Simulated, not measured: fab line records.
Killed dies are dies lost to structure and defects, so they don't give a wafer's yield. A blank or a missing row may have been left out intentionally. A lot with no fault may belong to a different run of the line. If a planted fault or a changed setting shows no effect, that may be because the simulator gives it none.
2 desks looking at one fault || flow n5 finfet || each desk holds nothing but its own numbers, with what lay behind them at the end

== THE DEFECT DESK ==
Lot by lot, what the route's inspections counted, given as the mean of those sampled wafers with a number. A lot is out of limits, marked OUT, if its mean lies more than 4 standard deviations from the usual mean; the brackets give that distance.
Columns: A = raw defect count at N5_BEOL_M7_INSPECT_58, usual 72
{"lot": "L251", "first seen here": "day 10 05:14", "A": 92}
{"lot": "L253", "first seen here": "day 10 15:23", "A": 82}
{"lot": "L256", "first seen here": "day 11 07:41", "A": 87}
{"lot": "L257", "first seen here": "day 11 11:32", "A": 64}
{"lot": "L259", "first seen here": "day 11 12:39", "A": 54}
{"lot": "L258", "first seen here": "day 11 13:53", "A": 59}
{"lot": "L260", "first seen here": "day 11 22:55", "A": 40}
{"lot": "L261", "first seen here": "day 12 01:42", "A": 72}
{"lot": "L262", "first seen here": "day 12 19:12", "A": 82}
{"lot": "L267", "first seen here": "day 13 16:37", "A": 82}
{"lot": "L269", "first seen here": "day 14 05:38", "A": 52}
{"lot": "L270", "first seen here": "day 15 01:22", "A": 76}
This desk's finding: nothing out of limits on any of the 12 lots.

== AT THE TOOL OWNER'S DESK: cvd co-02 ==
The tool's own readings at N5_BEOL_M7_CVD_78 (deposits Co from CCTBA/H2, target thk 2 nm, time 142.3 s): means of the sampled wafers that have a number, for each lot that ran on this tool. A lot is out of limits, marked OUT, if its mean lies more than 4 standard deviations from the usual mean; the brackets give that distance.
Columns: A = run length s at N5_BEOL_M7_CVD_78, usual 164.6 s
{"lot": "L253", "first seen here": "day 10 13:44", "A": 164.5}
{"lot": "L256", "first seen here": "day 11 06:12", "A": 164.3}
{"lot": "L260", "first seen here": "day 11 21:46", "A": 164.3}
{"lot": "L262", "first seen here": "day 12 17:44", "A": 164.3}
{"lot": "L267", "first seen here": "day 13 15:26", "A": "135.9 (-70) OUT"}
{"lot": "L269", "first seen here": "day 14 03:33", "A": "79.7 (-99 or more) OUT"}
{"lot": "L270", "first seen here": "day 15 00:10", "A": "136.2 (-69) OUT"}
This desk finds L267, L269, L270 out of limits, L267 being first, at day 13 15:26 (run length s at N5_BEOL_M7_CVD_78). Within limits: L253, L256, L260, L262.

== ALL TOGETHER ==
The tool owner's desk had the chance to raise an alarm at day 13 15:26 on L267, L269, L270.
Nothing the defect desk looked at was out of limits.
The defect desk has L267, L269, L270 on record, within its limits.
The lots listed all ran N5_BEOL_M7_CVD_78 on cvd co-02.

== WHAT HAD BEEN PUT IN BY THE SIMULATOR ==
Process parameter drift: cvd co-02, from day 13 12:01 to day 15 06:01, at N5_BEOL_M7_CVD_78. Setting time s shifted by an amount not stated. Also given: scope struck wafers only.
Lots struck among those shown: L267, L269, L270.
Each desk's first reading out of limits, in hours after the fault started: the tool owner's desk, 3.
